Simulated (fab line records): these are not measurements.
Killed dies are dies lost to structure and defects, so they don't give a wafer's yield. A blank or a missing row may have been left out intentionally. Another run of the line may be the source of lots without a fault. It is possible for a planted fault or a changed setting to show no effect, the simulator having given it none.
fab line records / flow nand_harc
record lots=14 wafers=42 last_day=24
route steps=1159 shown A_ONON_D1@436 THIN_TSV@1127 END@1159
lots that met no fault: taken from a fault-free run of the same line
start_h: start of the lot's first displayed wafer, in hours after the record's first day / wait_h: hours since the lot's step before / " same as the row above / L1.1+2: a row that stands for several wafers / - either no value or no given start / * or withheld: withheld / < > ~ a bound
route shown NAME@n: NAME is a module with steps in the file, n the number in the route of the first one / usual: average and standard deviation across the fault-free wafers / same: alike in all rows / chamber/n: place in a boat / sites: readings site by site / _std_site: standard deviation of those values / _edge_site: inner sites' mean taken away from outer sites' mean / radius_mm: for every site, how far away it sits from the centre of the wafer / mask NAME#n: copy n / behind: tool/chamber where the wafer was last shaped / hold: cause of the lot's hold/its duration in hours/its outcome / device: names the non-switching transistor (n, p or np) / end of line: the same wafers' tests at the end of the route / step lacking rows: just its recipe / killed: the dies lost at the first sort to structure and to defects; this is not the yield of the wafer / map: a wafer's dies, x killed, . not, _ none there
set.NAME: the run value of the setting; set.NAME@STEP: its run value at that earlier step / model.NAME: the simulator's own value behind a step, which no gauge read
one table for each step of the route and one row for each wafer, over a sample of lots
services: from which hour (start_h, from the record's first day; less than 0 if before it) a tool's chamber was out of use, for how many hours, and why
## steps
# step NHARC_A_ONON_D1_DEP_16
# recipe target_thk_a=10000 n2_flow_sccm=2750 n2o_flow_sccm=2000 nh3_flow_sccm=500 sih4_flow_sccm=210 temp_c=400
lot.wafer=L184.1+2+6 tool=pecvd_onon-02 chamber=0 start_h=172.85 wait_h=0.1
lot.wafer=L182.1+2+5 tool=pecvd_onon-01 chamber=0 start_h=172.85 wait_h=0.1
lot.wafer=L183.1+3+4 tool=pecvd_onon-03 chamber=0 start_h=180.87 wait_h=0.1
lot.wafer=L186.1+3+4 tool=pecvd_onon-01 chamber=0 start_h=181.19 wait_h=0.4
lot.wafer=L187.1+3+4 tool=pecvd_onon-02 chamber=0 start_h=189.09 wait_h=0.1
lot.wafer=L185.2+3+4 tool=pecvd_onon-03 chamber=0 start_h=189.15 wait_h=0.1
lot.wafer=L189.1+2+6 tool=pecvd_onon-02 chamber=0 start_h=213.50 wait_h=0.1
lot.wafer=L190.1+2+5 tool=pecvd_onon-03 chamber=0 start_h=217.38 wait_h=0.1
lot.wafer=L191.1+2+6 tool=pecvd_onon-02 chamber=0 start_h=217.38 wait_h=0.1
lot.wafer=L192.1+3+4 tool=pecvd_onon-03 chamber=0 start_h=222.40 wait_h=0.1
lot.wafer=L193.1+2+3 tool=pecvd_onon-03 chamber=0 start_h=242.55 wait_h=0.1
lot.wafer=L201.3+4+6 tool=pecvd_onon-01 chamber=0 start_h=284.43 wait_h=0.2
lot.wafer=L203.1+4+6 tool=pecvd_onon-03 chamber=0 start_h=292.49 wait_h=0.1
lot.wafer=L204.2+3+6 tool=pecvd_onon-01 chamber=0 start_h=296.57 wait_h=0.1
# step NHARC_THIN_TSV_DEGAS_49
# recipe temp_c=300 time_s=120
# usual heater_power_w=432/34
lot.wafer=L186.1 tool=pvd_sputter-02 chamber=- start_h=435.60 wait_h=0.1 heater_power_w=433
lot.wafer=L186.3 tool=pvd_sputter-02 chamber=- start_h=435.60 wait_h=0.1 heater_power_w=460
lot.wafer=L186.4 tool=pvd_sputter-02 chamber=- start_h=435.60 wait_h=0.1 heater_power_w=417
lot.wafer=L187.4 tool=pvd_sputter-01 chamber=- start_h=440.76 wait_h=0.1 heater_power_w=422
lot.wafer=L187.1 tool=pvd_sputter-01 chamber=- start_h=440.76 wait_h=0.1 heater_power_w=395
lot.wafer=L187.3 tool=pvd_sputter-01 chamber=- start_h=440.76 wait_h=0.1 heater_power_w=415
lot.wafer=L184.1 tool=pvd_sputter-03 chamber=- start_h=441.89 wait_h=0.2 heater_power_w=432
lot.wafer=L184.2 tool=pvd_sputter-03 chamber=- start_h=441.89 wait_h=0.2 heater_power_w=375
lot.wafer=L184.6 tool=pvd_sputter-03 chamber=- start_h=441.89 wait_h=0.2 heater_power_w=406
lot.wafer=L183.1 tool=pvd_sputter-01 chamber=- start_h=443.28 wait_h=0.2 heater_power_w=415
lot.wafer=L183.3 tool=pvd_sputter-01 chamber=- start_h=443.28 wait_h=0.2 heater_power_w=416
lot.wafer=L183.4 tool=pvd_sputter-01 chamber=- start_h=443.28 wait_h=0.2 heater_power_w=413
lot.wafer=L182.2 tool=pvd_sputter-01 chamber=- start_h=451.31 wait_h=0.2 heater_power_w=423
lot.wafer=L182.1 tool=pvd_sputter-01 chamber=- start_h=451.31 wait_h=0.2 heater_power_w=419
lot.wafer=L182.5 tool=pvd_sputter-01 chamber=- start_h=451.31 wait_h=0.2 heater_power_w=406
lot.wafer=L185.3 tool=pvd_sputter-01 chamber=- start_h=452.50 wait_h=0.1 heater_power_w=407
lot.wafer=L185.4 tool=pvd_sputter-01 chamber=- start_h=452.50 wait_h=0.1 heater_power_w=428
lot.wafer=L185.2 tool=pvd_sputter-01 chamber=- start_h=452.50 wait_h=0.1 heater_power_w=382
lot.wafer=L191.1 tool=pvd_sputter-02 chamber=- start_h=468.76 wait_h=0.1 heater_power_w=413
lot.wafer=L191.2 tool=pvd_sputter-02 chamber=- start_h=468.76 wait_h=0.1 heater_power_w=524
lot.wafer=L191.6 tool=pvd_sputter-02 chamber=- start_h=468.76 wait_h=0.1 heater_power_w=418
lot.wafer=L190.1 tool=pvd_sputter-03 chamber=- start_h=474.33 wait_h=0.1 heater_power_w=437
lot.wafer=L190.2 tool=pvd_sputter-03 chamber=- start_h=474.33 wait_h=0.1 heater_power_w=399
lot.wafer=L190.5 tool=pvd_sputter-03 chamber=- start_h=474.33 wait_h=0.1 heater_power_w=413
lot.wafer=L192.4 tool=pvd_sputter-01 chamber=- start_h=475.62 wait_h=0.1 heater_power_w=425
lot.wafer=L192.1 tool=pvd_sputter-01 chamber=- start_h=475.62 wait_h=0.1 heater_power_w=407
lot.wafer=L192.3 tool=pvd_sputter-01 chamber=- start_h=475.62 wait_h=0.1 heater_power_w=416
lot.wafer=L189.2 tool=pvd_sputter-02 chamber=- start_h=480.60 wait_h=0.1 heater_power_w=448
lot.wafer=L189.1 tool=pvd_sputter-02 chamber=- start_h=480.60 wait_h=0.1 heater_power_w=411
lot.wafer=L189.6 tool=pvd_sputter-02 chamber=- start_h=480.60 wait_h=0.1 heater_power_w=453
lot.wafer=L193.3 tool=pvd_sputter-03 chamber=- start_h=492.82 wait_h=0.1 heater_power_w=437
lot.wafer=L193.1 tool=pvd_sputter-03 chamber=- start_h=492.82 wait_h=0.1 heater_power_w=404
lot.wafer=L193.2 tool=pvd_sputter-03 chamber=- start_h=492.82 wait_h=0.1 heater_power_w=432
lot.wafer=L201.4 tool=pvd_sputter-03 chamber=- start_h=543.49 wait_h=0.1 heater_power_w=404
lot.wafer=L201.3 tool=pvd_sputter-03 chamber=- start_h=543.49 wait_h=0.1 heater_power_w=443
lot.wafer=L201.6 tool=pvd_sputter-03 chamber=- start_h=543.49 wait_h=0.1 heater_power_w=450
lot.wafer=L204.3 tool=pvd_sputter-02 chamber=- start_h=555.35 wait_h=0.1 heater_power_w=423
lot.wafer=L204.2 tool=pvd_sputter-02 chamber=- start_h=555.35 wait_h=0.1 heater_power_w=521
lot.wafer=L204.6 tool=pvd_sputter-02 chamber=- start_h=555.35 wait_h=0.1 heater_power_w=415
lot.wafer=L203.1 tool=pvd_sputter-03 chamber=- start_h=556.57 wait_h=0.2 heater_power_w=411
lot.wafer=L203.4 tool=pvd_sputter-03 chamber=- start_h=556.57 wait_h=0.2 heater_power_w=436
lot.wafer=L203.6 tool=pvd_sputter-03 chamber=- start_h=556.57 wait_h=0.2 heater_power_w=394
# step NHARC_THIN_TSV_PRE_CLEAN_50
# recipe time_s=30 temp_c=280 gas=H2/He
# usual heater_power_w=381/29
lot.wafer=L186.3 tool=pvd_sputter-02 chamber=- start_h=- wait_h=- heater_power_w=380
lot.wafer=L186.4 tool=pvd_sputter-02 chamber=- start_h=- wait_h=- heater_power_w=412
lot.wafer=L186.1 tool=pvd_sputter-02 chamber=- start_h=- wait_h=- heater_power_w=475
lot.wafer=L187.1 tool=pvd_sputter-01 chamber=- start_h=- wait_h=- heater_power_w=364
lot.wafer=L187.4 tool=pvd_sputter-01 chamber=- start_h=- wait_h=- heater_power_w=371
lot.wafer=L187.3 tool=pvd_sputter-01 chamber=- start_h=- wait_h=- heater_power_w=351
lot.wafer=L184.2 tool=pvd_sputter-03 chamber=- start_h=- wait_h=- heater_power_w=360
lot.wafer=L184.1 tool=pvd_sputter-03 chamber=- start_h=- wait_h=- heater_power_w=385
lot.wafer=L184.6 tool=pvd_sputter-03 chamber=- start_h=- wait_h=- heater_power_w=389
lot.wafer=L183.1 tool=pvd_sputter-01 chamber=- start_h=- wait_h=- heater_power_w=376
lot.wafer=L183.3 tool=pvd_sputter-01 chamber=- start_h=- wait_h=- heater_power_w=347
lot.wafer=L183.4 tool=pvd_sputter-01 chamber=- start_h=- wait_h=- heater_power_w=348
lot.wafer=L182.1 tool=pvd_sputter-01 chamber=- start_h=- wait_h=- heater_power_w=348
lot.wafer=L182.2 tool=pvd_sputter-01 chamber=- start_h=- wait_h=- heater_power_w=368
lot.wafer=L182.5 tool=pvd_sputter-01 chamber=- start_h=- wait_h=- heater_power_w=378
lot.wafer=L185.2 tool=pvd_sputter-01 chamber=- start_h=- wait_h=- heater_power_w=344
lot.wafer=L185.3 tool=pvd_sputter-01 chamber=- start_h=- wait_h=- heater_power_w=363
lot.wafer=L185.4 tool=pvd_sputter-01 chamber=- start_h=- wait_h=- heater_power_w=376
lot.wafer=L191.2 tool=pvd_sputter-02 chamber=- start_h=- wait_h=- heater_power_w=388
lot.wafer=L191.1 tool=pvd_sputter-02 chamber=- start_h=- wait_h=- heater_power_w=385
lot.wafer=L191.6 tool=pvd_sputter-02 chamber=- start_h=- wait_h=- heater_power_w=378
lot.wafer=L190.2 tool=pvd_sputter-03 chamber=- start_h=- wait_h=- heater_power_w=389
lot.wafer=L190.1 tool=pvd_sputter-03 chamber=- start_h=- wait_h=- heater_power_w=386
lot.wafer=L190.5 tool=pvd_sputter-03 chamber=- start_h=- wait_h=- heater_power_w=391
lot.wafer=L192.3 tool=pvd_sputter-01 chamber=- start_h=- wait_h=- heater_power_w=372
lot.wafer=L192.4 tool=pvd_sputter-01 chamber=- start_h=- wait_h=- heater_power_w=356
lot.wafer=L192.1 tool=pvd_sputter-01 chamber=- start_h=- wait_h=- heater_power_w=372
lot.wafer=L189.2 tool=pvd_sputter-02 chamber=- start_h=- wait_h=- heater_power_w=401
lot.wafer=L189.1 tool=pvd_sputter-02 chamber=- start_h=- wait_h=- heater_power_w=376
lot.wafer=L189.6 tool=pvd_sputter-02 chamber=- start_h=- wait_h=- heater_power_w=397
lot.wafer=L193.1 tool=pvd_sputter-03 chamber=- start_h=- wait_h=- heater_power_w=396
lot.wafer=L193.2 tool=pvd_sputter-03 chamber=- start_h=- wait_h=- heater_power_w=365
lot.wafer=L193.3 tool=pvd_sputter-03 chamber=- start_h=- wait_h=- heater_power_w=393
lot.wafer=L201.4 tool=pvd_sputter-03 chamber=- start_h=- wait_h=- heater_power_w=353
lot.wafer=L201.3 tool=pvd_sputter-03 chamber=- start_h=- wait_h=- heater_power_w=359
lot.wafer=L201.6 tool=pvd_sputter-03 chamber=- start_h=- wait_h=- heater_power_w=359
lot.wafer=L204.3 tool=pvd_sputter-02 chamber=- start_h=- wait_h=- heater_power_w=388
lot.wafer=L204.2 tool=pvd_sputter-02 chamber=- start_h=- wait_h=- heater_power_w=392
lot.wafer=L204.6 tool=pvd_sputter-02 chamber=- start_h=- wait_h=- heater_power_w=407
lot.wafer=L203.4 tool=pvd_sputter-03 chamber=- start_h=- wait_h=- heater_power_w=389
lot.wafer=L203.1 tool=pvd_sputter-03 chamber=- start_h=- wait_h=- heater_power_w=395
lot.wafer=L203.6 tool=pvd_sputter-03 chamber=- start_h=- wait_h=- heater_power_w=369
# step NHARC_THIN_TSV_PVD_51
# recipe target_thk_a=1000 chamber_pressure_pa=5 material=Cu
# usual throttle_valve_pct=29.9/1.1
lot.wafer=L186.1 tool=pvd_sputter-02 chamber=- start_h=- wait_h=- throttle_valve_pct=31.2
lot.wafer=L186.3 tool=pvd_sputter-02 chamber=- start_h=- wait_h=- throttle_valve_pct=29.6
lot.wafer=L186.4 tool=pvd_sputter-02 chamber=- start_h=- wait_h=- throttle_valve_pct=29.5
lot.wafer=L187.4 tool=pvd_sputter-01 chamber=- start_h=- wait_h=- throttle_valve_pct=29.6
lot.wafer=L187.3 tool=pvd_sputter-01 chamber=- start_h=- wait_h=- throttle_valve_pct=29.9
lot.wafer=L187.1 tool=pvd_sputter-01 chamber=- start_h=- wait_h=- throttle_valve_pct=26.9
lot.wafer=L184.2 tool=pvd_sputter-03 chamber=- start_h=- wait_h=- throttle_valve_pct=31.3
lot.wafer=L184.1 tool=pvd_sputter-03 chamber=- start_h=- wait_h=- throttle_valve_pct=28.9
lot.wafer=L184.6 tool=pvd_sputter-03 chamber=- start_h=- wait_h=- throttle_valve_pct=31.7
lot.wafer=L183.4 tool=pvd_sputter-01 chamber=- start_h=- wait_h=- throttle_valve_pct=31.6
lot.wafer=L183.3 tool=pvd_sputter-01 chamber=- start_h=- wait_h=- throttle_valve_pct=29.5
lot.wafer=L183.1 tool=pvd_sputter-01 chamber=- start_h=- wait_h=- throttle_valve_pct=29.8
lot.wafer=L182.2 tool=pvd_sputter-01 chamber=- start_h=- wait_h=- throttle_valve_pct=26.8
lot.wafer=L182.1 tool=pvd_sputter-01 chamber=- start_h=- wait_h=- throttle_valve_pct=31.7
lot.wafer=L182.5 tool=pvd_sputter-01 chamber=- start_h=- wait_h=- throttle_valve_pct=31.6
lot.wafer=L185.4 tool=pvd_sputter-01 chamber=- start_h=- wait_h=- throttle_valve_pct=32.0
lot.wafer=L185.2 tool=pvd_sputter-01 chamber=- start_h=- wait_h=- throttle_valve_pct=29.3
lot.wafer=L185.3 tool=pvd_sputter-01 chamber=- start_h=- wait_h=- throttle_valve_pct=30.1
lot.wafer=L191.2 tool=pvd_sputter-02 chamber=- start_h=- wait_h=- throttle_valve_pct=31.1
lot.wafer=L191.1 tool=pvd_sputter-02 chamber=- start_h=- wait_h=- throttle_valve_pct=30.2
lot.wafer=L191.6 tool=pvd_sputter-02 chamber=- start_h=- wait_h=- throttle_valve_pct=29.5
lot.wafer=L190.1 tool=pvd_sputter-03 chamber=- start_h=- wait_h=- throttle_valve_pct=29.3
lot.wafer=L190.2 tool=pvd_sputter-03 chamber=- start_h=- wait_h=- throttle_valve_pct=31.1
lot.wafer=L190.5 tool=pvd_sputter-03 chamber=- start_h=- wait_h=- throttle_valve_pct=29.4
lot.wafer=L192.1 tool=pvd_sputter-01 chamber=- start_h=- wait_h=- throttle_valve_pct=31.6
lot.wafer=L192.4 tool=pvd_sputter-01 chamber=- start_h=- wait_h=- throttle_valve_pct=29.6
lot.wafer=L192.3 tool=pvd_sputter-01 chamber=- start_h=- wait_h=- throttle_valve_pct=26.7
lot.wafer=L189.2 tool=pvd_sputter-02 chamber=- start_h=- wait_h=- throttle_valve_pct=29.7
lot.wafer=L189.1 tool=pvd_sputter-02 chamber=- start_h=- wait_h=- throttle_valve_pct=31.2
lot.wafer=L189.6 tool=pvd_sputter-02 chamber=- start_h=- wait_h=- throttle_valve_pct=29.7
lot.wafer=L193.3 tool=pvd_sputter-03 chamber=- start_h=- wait_h=- throttle_valve_pct=29.0
lot.wafer=L193.2 tool=pvd_sputter-03 chamber=- start_h=- wait_h=- throttle_valve_pct=31.0
lot.wafer=L193.1 tool=pvd_sputter-03 chamber=- start_h=- wait_h=- throttle_valve_pct=29.3
lot.wafer=L201.3 tool=pvd_sputter-03 chamber=- start_h=- wait_h=- throttle_valve_pct=31.2
lot.wafer=L201.4 tool=pvd_sputter-03 chamber=- start_h=- wait_h=- throttle_valve_pct=28.6
lot.wafer=L201.6 tool=pvd_sputter-03 chamber=- start_h=- wait_h=- throttle_valve_pct=29.6
lot.wafer=L204.2 tool=pvd_sputter-02 chamber=- start_h=- wait_h=- throttle_valve_pct=31.2
lot.wafer=L204.3 tool=pvd_sputter-02 chamber=- start_h=- wait_h=- throttle_valve_pct=29.3
lot.wafer=L204.6 tool=pvd_sputter-02 chamber=- start_h=- wait_h=- throttle_valve_pct=29.6
lot.wafer=L203.1 tool=pvd_sputter-03 chamber=- start_h=- wait_h=- throttle_valve_pct=30.9
lot.wafer=L203.4 tool=pvd_sputter-03 chamber=- start_h=- wait_h=- throttle_valve_pct=29.4
lot.wafer=L203.6 tool=pvd_sputter-03 chamber=- start_h=- wait_h=- throttle_valve_pct=31.0
# step NHARC_END_SORT_01
# recipe temp_c=25
# usual killed_at_array=27/9.3 killed_at_other=0.9/1.3 killed_at_periphery=3.6/2.7 killed_dies=31/9.7 killed_open=3.3/1.8 killed_short=2.0/1.5
# same gross_dies=677
lot.wafer=L192.1 tool=prober-01 chamber=0 start_h=488.55 wait_h=2.6 killed_at_array=25 killed_at_other=2 killed_at_periphery=2 killed_dies=29 killed_open=1 killed_short=0
lot.wafer=L192.3 tool=prober-01 chamber=0 start_h=490.14 wait_h=3.1 killed_at_array=24 killed_at_other=4 killed_at_periphery=7 killed_dies=35 killed_open=3 killed_short=0
lot.wafer=L192.4 tool=prober-01 chamber=0 start_h=490.93 wait_h=3.4 killed_at_array=26 killed_at_other=0 killed_at_periphery=8 killed_dies=34 killed_open=3 killed_short=2
lot.wafer=L201.3 tool=prober-01 chamber=0 start_h=558.20 wait_h=3.1 killed_at_array=78 killed_at_other=0 killed_at_periphery=6 killed_dies=84 killed_open=2 killed_short=2
lot.wafer=L201.4 tool=prober-01 chamber=0 start_h=559.00 wait_h=3.4 killed_at_array=73 killed_at_other=1 killed_at_periphery=5 killed_dies=79 killed_open=2 killed_short=2
lot.wafer=L201.6 tool=prober-01 chamber=0 start_h=560.62 wait_h=4.0 killed_at_array=67 killed_at_other=1 killed_at_periphery=3 killed_dies=71 killed_open=2 killed_short=0
lot.wafer=L203.1 tool=prober-01 chamber=0 start_h=567.47 wait_h=2.5 killed_at_array=31 killed_at_other=0 killed_at_periphery=0 killed_dies=31 killed_open=3 killed_short=0
lot.wafer=L203.4 tool=prober-01 chamber=0 start_h=569.88 wait_h=3.4 killed_at_array=28 killed_at_other=1 killed_at_periphery=2 killed_dies=31 killed_open=1 killed_short=1
lot.wafer=L203.6 tool=prober-01 chamber=0 start_h=571.48 wait_h=4.0 killed_at_array=30 killed_at_other=1 killed_at_periphery=8 killed_dies=39 killed_open=5 killed_short=4
lot.wafer=L204.2 tool=prober-02 chamber=0 start_h=571.22 wait_h=2.8 killed_at_array=99 killed_at_other=5 killed_at_periphery=0 killed_dies=104 killed_open=2 killed_short=2
lot.wafer=L204.3 tool=prober-02 chamber=0 start_h=572.03 wait_h=3.1 killed_at_array=106 killed_at_other=1 killed_at_periphery=1 killed_dies=108 killed_open=1 killed_short=1
lot.wafer=L204.6 tool=prober-02 chamber=0 start_h=574.45 wait_h=4.0 killed_at_array=88 killed_at_other=5 killed_at_periphery=0 killed_dies=93 killed_open=2 killed_short=1
# killed by level:class
L192.1 A_SLIT:chamber_film_flake=14 A_CHANNEL_HOLE_D1:chamber_film_flake=4 A_WL_FILL:chamber_film_flake=3 A_CONTACT:chamber_film_flake=3 P_ZERO_WELL:chamber_film_flake=2 THIN_TSV:chamber_film_flake=2 A_CONTACT:geometric_particle:open=1
L192.3 A_SLIT:chamber_film_flake=12 P_ZERO_WELL:chamber_film_flake=5 A_CHANNEL_HOLE_D1:chamber_film_flake=5 THIN_TSV:chamber_film_flake=4 A_CONTACT:chamber_film_flake=2 P_STI:geometric_particle:open=1 A_ONON_D1:geometric_particle:open=1 A_CONTACT:geometric_particle:open=1
L192.4 A_SLIT:chamber_film_flake=10 A_CHANNEL_HOLE_D1:chamber_film_flake=7 P_ZERO_WELL:chamber_film_flake=3 A_STAIRCASE:chamber_film_flake=3 P_STI:chamber_film_flake=2 A_CONTACT:chamber_film_flake=2 P_CONTACT:geometric_particle:open=1 P_M0:geometric_particle:open=1
L201.3 A_ONON_D1:unspecified=63 A_CONTACT:chamber_film_flake=7 A_CHANNEL_HOLE_D1:chamber_film_flake=6 P_GATE:chamber_film_flake=2 P_M0:geometric_particle:open=1 P_M0:geometric_particle:short=1 P_M1:geometric_particle:open=1 A_SGD_CUT:geometric_particle:short=1
L201.4 A_ONON_D1:unspecified=62 A_CONTACT:chamber_film_flake=6 A_CHANNEL_HOLE_D1:chamber_film_flake=3 P_M2:geometric_particle:short=2 P_STI:chamber_film_flake=2 A_WL_FILL:geometric_particle:open=1 A_M0:geometric_particle:open=1 P_GATE:chamber_film_flake=1
L201.6 A_ONON_D1:unspecified=58 A_CHANNEL_HOLE_D1:chamber_film_flake=6 A_CONTACT:chamber_film_flake=2 P_M0:geometric_particle:open=1 A_CONTACT:geometric_particle:open=1 P_STI:chamber_film_flake=1 P_BONDPAD:chamber_film_flake=1 THIN_TSV:chamber_film_flake=1
L203.1 A_CHANNEL_HOLE_D1:chamber_film_flake=16 A_CONTACT:chamber_film_flake=7 A_STAIRCASE:chamber_film_flake=4 A_SOURCE_PLATE:geometric_particle:open=1 A_CONTACT:geometric_particle:open=1 A_BLC:geometric_particle:open=1 A_ZERO_WELL:chamber_film_flake=1
L203.4 A_CHANNEL_HOLE_D1:chamber_film_flake=18 A_CONTACT:chamber_film_flake=4 P_STI:chamber_film_flake=2 A_STAIRCASE:chamber_film_flake=2 A_SOURCE_PLATE:geometric_particle:open=1 A_BLC:geometric_particle:short=1 A_ZERO_WELL:chamber_film_flake=1 A_M1:chamber_film_flake=1
L204.2 A_ONON_D1:unspecified=64 A_SLIT:chamber_film_flake=21 THIN_TSV:chamber_film_flake=5 A_CHANNEL_HOLE_D1:chamber_film_flake=4 A_STAIRCASE:chamber_film_flake=3 A_SGD_CUT:geometric_particle:open=2 A_CONTACT:chamber_film_flake=2 A_SOURCE_PLATE:geometric_particle:short=1
L203.6 A_CHANNEL_HOLE_D1:chamber_film_flake=20 A_STAIRCASE:chamber_film_flake=4 A_CONTACT:chamber_film_flake=4 P_CONTACT:geometric_particle:open=3 P_CONTACT:geometric_particle:short=1 P_M0:geometric_particle:short=1 P_M1:geometric_particle:short=1 A_SOURCE_PLATE:geometric_particle:open=1
L204.3 A_ONON_D1:unspecified=64 A_SLIT:chamber_film_flake=22 A_CONTACT:chamber_film_flake=7 A_CHANNEL_HOLE_D1:chamber_film_flake=6 A_STAIRCASE:chamber_film_flake=5 P_CONTACT:geometric_particle:short=1 A_CHANNEL_FILL_D1:geometric_particle:open=1 A_WL_FILL:chamber_film_flake=1
L204.6 A_ONON_D1:unspecified=60 A_SLIT:chamber_film_flake=13 A_CHANNEL_HOLE_D1:chamber_film_flake=7 THIN_TSV:chamber_film_flake=5 A_STAIRCASE:chamber_film_flake=2 A_CONTACT:chamber_film_flake=2 A_CHANNEL_HOLE_D1:geometric_particle:short=1 A_SGD_CUT:geometric_particle:open=1
## services
tool=pecvd_onon-03 chamber=- start_h=153.00 hours=13.0 kind=pm
tool=pvd_sputter-01 chamber=- start_h=158.03 hours=10.0 kind=pm
tool=pvd_sputter-02 chamber=- start_h=187.60 hours=2.7 kind=repair
tool=pvd_sputter-03 chamber=- start_h=195.69 hours=6.6 kind=repair
tool=pvd_sputter-03 chamber=- start_h=226.36 hours=4.4 kind=repair
tool=pvd_sputter-02 chamber=- start_h=231.39 hours=10.0 kind=pm
tool=pvd_sputter-01 chamber=- start_h=246.58 hours=14.5 kind=repair
tool=pvd_sputter-03 chamber=- start_h=280.05 hours=10.0 kind=pm
tool=pvd_sputter-03 chamber=- start_h=303.38 hours=1.0 kind=repair
tool=pvd_sputter-02 chamber=- start_h=306.67 hours=1.2 kind=repair
tool=pvd_sputter-01 chamber=- start_h=316.37 hours=4.6 kind=repair
tool=pvd_sputter-03 chamber=- start_h=323.27 hours=1.7 kind=repair
tool=pvd_sputter-01 chamber=- start_h=336.03 hours=10.0 kind=pm
tool=pvd_sputter-02 chamber=- start_h=338.21 hours=4.5 kind=repair
tool=pvd_sputter-02 chamber=- start_h=353.17 hours=2.2 kind=repair
tool=pvd_sputter-03 chamber=- start_h=375.89 hours=5.3 kind=repair
tool=pvd_sputter-02 chamber=- start_h=395.93 hours=0.7 kind=repair
tool=pvd_sputter-02 chamber=- start_h=409.39 hours=10.0 kind=pm
tool=pvd_sputter-03 chamber=- start_h=415.55 hours=3.1 kind=repair
tool=pvd_sputter-03 chamber=- start_h=458.05 hours=10.0 kind=pm
tool=pvd_sputter-01 chamber=- start_h=509.17 hours=2.1 kind=repair
tool=pvd_sputter-01 chamber=- start_h=514.03 hours=10.0 kind=pm
tool=pvd_sputter-03 chamber=- start_h=531.28 hours=1.0 kind=repair
tool=pvd_sputter-02 chamber=- start_h=543.21 hours=3.5 kind=repair
## key
first_sign step=NHARC_END_SORT_01 reading=killed_at_array direction=up sigmas=6.3 usual=27 struck=85
effect step=NHARC_END_SORT_01 reading=killed_dies direction=up sigmas=6.1 usual=31 struck=90
more_kills_born_at NHARC_A_ONON_D1_DEP_16@pecvd_onon-01=371
met_at NHARC_A_ONON_D1_DEP_16
struck_lots L201,L204
tester_left_out L201,L204
not_acting_at NHARC_THIN_TSV_DEGAS_49,NHARC_THIN_TSV_PRE_CLEAN_50,NHARC_THIN_TSV_PVD_51
onset_between 181.19 284.43
fault kind=chamber_particle_source tool=pecvd_onon-01 chamber=- onset_h=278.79 steps=NHARC_A_ONON_D1_DEP_16 rate_per_visit_cm2=0.50936 end_h=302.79
# tester_left_out: of these lots the tester's yield and bins aren't shown, on N5 and GAA mostly nor the transistor test; their killed dies are dies lost to structure and defects alone, not to doping, threshold or leakage, so they don't give the yield
